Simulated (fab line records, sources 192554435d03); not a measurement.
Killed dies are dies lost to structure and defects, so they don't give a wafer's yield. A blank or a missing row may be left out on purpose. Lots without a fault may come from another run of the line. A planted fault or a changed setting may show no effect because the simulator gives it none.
One fault seen from 3 desks | flow n5_finfet | each desk has only its own numbers; what lay behind them comes last

THE METROLOGY DESK
What the gauges read, lot by lot, whatever tool the lot ran on: means of the sampled wafers that have a number. A lot is out of limits, marked OUT, if its mean lies more than 4 standard deviations from the usual mean; the brackets give that distance. Of its 11 readings 7 are shown: those that lie furthest out on some lot.
Columns: A = MD_CAP_THK at N5_MOL_CONTACT_COAG_THK_MEAS_29, usual 17.91 nm; B = DIBL_N at N5_BEOL_M4_RC_MEAS_101, usual 36.1 mV/V; C = IOFF_N at N5_BEOL_M4_RC_MEAS_101, usual 0.154 nA/um; D = IOFF_P at N5_BEOL_M4_RC_MEAS_101, usual 0.201 nA/um; E = ION_N at N5_BEOL_M4_RC_MEAS_101, usual 675 uA/um; F = SS_P at N5_BEOL_M4_RC_MEAS_101, usual 73.3 mV/dec; G = VT_P at N5_BEOL_M4_RC_MEAS_101, usual -251.3 mV
lot  | first seen here | A     | B    | C     | D     | E   | F    | G
L855 | day 5 21:14     | 17.88 | 37.1 | 0.160 | 0.212 | 682 | 73.6 | -250.6
L857 | day 6 06:59     | 17.90 | 35.3 | 0.135 | 0.204 | 664 | 73.0 | -248.9
L859 | day 6 21:50     | 17.69 | 35.6 | 0.148 | 0.192 | 675 | 72.8 | -253.8
L860 | day 7 00:36     | 17.59 | 35.9 | 0.137 | 0.198 | 672 | 72.9 | -249.4
L861 | day 7 06:54     | 17.79 | 35.7 | 0.154 | 0.195 | 671 | 73.5 | -250.7
L872 | day 10 00:30    | 17.93 | 37.8 | 0.182 | 0.215 | 688 | 74.2 | -252.7
L873 | day 10 08:58    | 17.96 | 36.8 | 0.176 | 0.204 | 682 | 73.3 | -250.6
L875 | day 10 20:47    | 18.08 | 35.3 | 0.135 | 0.164 | 674 | 73.2 | -255.2
This desk's finding: nothing out of limits on any of the 8 lots.

THE DEFECT DESK
What the inspections along the route counted, lot by lot: means of the sampled wafers that have a number. A lot is out of limits, marked OUT, if its mean lies more than 4 standard deviations from the usual mean; the brackets give that distance.
Columns: A = raw_defect_count at N5_MOL_CONTACT_COAG_INSPECT_10, usual 64
lot  | first seen here | A
L855 | day 5 11:45     | 53
L857 | day 5 22:26     | 74
L859 | day 6 11:55     | 58
L860 | day 6 16:34     | 68
L861 | day 6 22:02     | 74
L872 | day 9 16:05     | 54
L873 | day 9 22:38     | 128
L875 | day 10 10:36    | 69
This desk's finding: nothing out of limits on any of the 8 lots.

THE TOOL OWNER'S DESK: cmp-03
The tool's own readings at N5_MOL_CONTACT_COAG_CMP_23 (polishes, stops on SiO2, t overpolish 1.5 s, target thk 0 nm): means of the sampled wafers that have a number, for each lot that ran on this tool. A lot is out of limits, marked OUT, if its mean lies more than 4 standard deviations from the usual mean; the brackets give that distance.
Columns: A = motor_current_A at N5_MOL_CONTACT_COAG_CMP_23, usual 8.3 A; B = overpolish_run_s at N5_MOL_CONTACT_COAG_CMP_23, usual 1.500 s; C = platen_rpm at N5_MOL_CONTACT_COAG_CMP_23, usual 50.29 rpm; D = time_to_endpoint_s at N5_MOL_CONTACT_COAG_CMP_23, usual 9.6 s
lot  | first seen here | A   | B     | C                       | D
L855 | day 5 18:32     | 8.2 | 1.507 | 50.32                   | 9.6
L857 | day 6 04:19     | 9.1 | 1.508 | 50.25                   | 9.8
L859 | day 6 18:43     | 8.2 | 1.502 | 55.31 (+99 or more) OUT | 8.2
L860 | day 6 21:55     | 8.1 | 1.504 | 55.35 (+99 or more) OUT | 4.6
L861 | day 7 04:04     | 8.5 | 1.491 | 55.29 (+99 or more) OUT | 7.9
L872 | day 9 21:46     | 8.0 | 1.501 | 50.29                   | 11.6
L873 | day 10 06:15    | 8.3 | 1.499 | 50.30                   | 9.4
This desk's finding: out of limits on L859, L860, L861; first on L859, day 6 18:43 (platen_rpm at N5_MOL_CONTACT_COAG_CMP_23). In limits: L855, L857, L872, L873.

PUT TOGETHER
The tool owner's desk could have raised an alarm at day 6 18:43, on L859, L860, L861.
The metrology desk saw nothing out of limits.
The defect desk saw nothing out of limits.
The metrology desk has L859, L860, L861 on record, within its limits.
The defect desk has L859, L860, L861 on record, within its limits.
Of the lots named, all ran N5_MOL_CONTACT_COAG_CMP_23 on cmp-03.

WHAT THE SIMULATOR HAD PUT IN
Process parameter drift: cmp-03, from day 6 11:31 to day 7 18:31, at N5_MOL_CONTACT_COAG_CMP_23. Setting platen_rpm, moved by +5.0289, from 50.289. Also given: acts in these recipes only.
Lots struck among those shown: L859, L860, L861.
Hours from the fault's start to each desk's first reading out of limits: the tool owner's desk, 7.
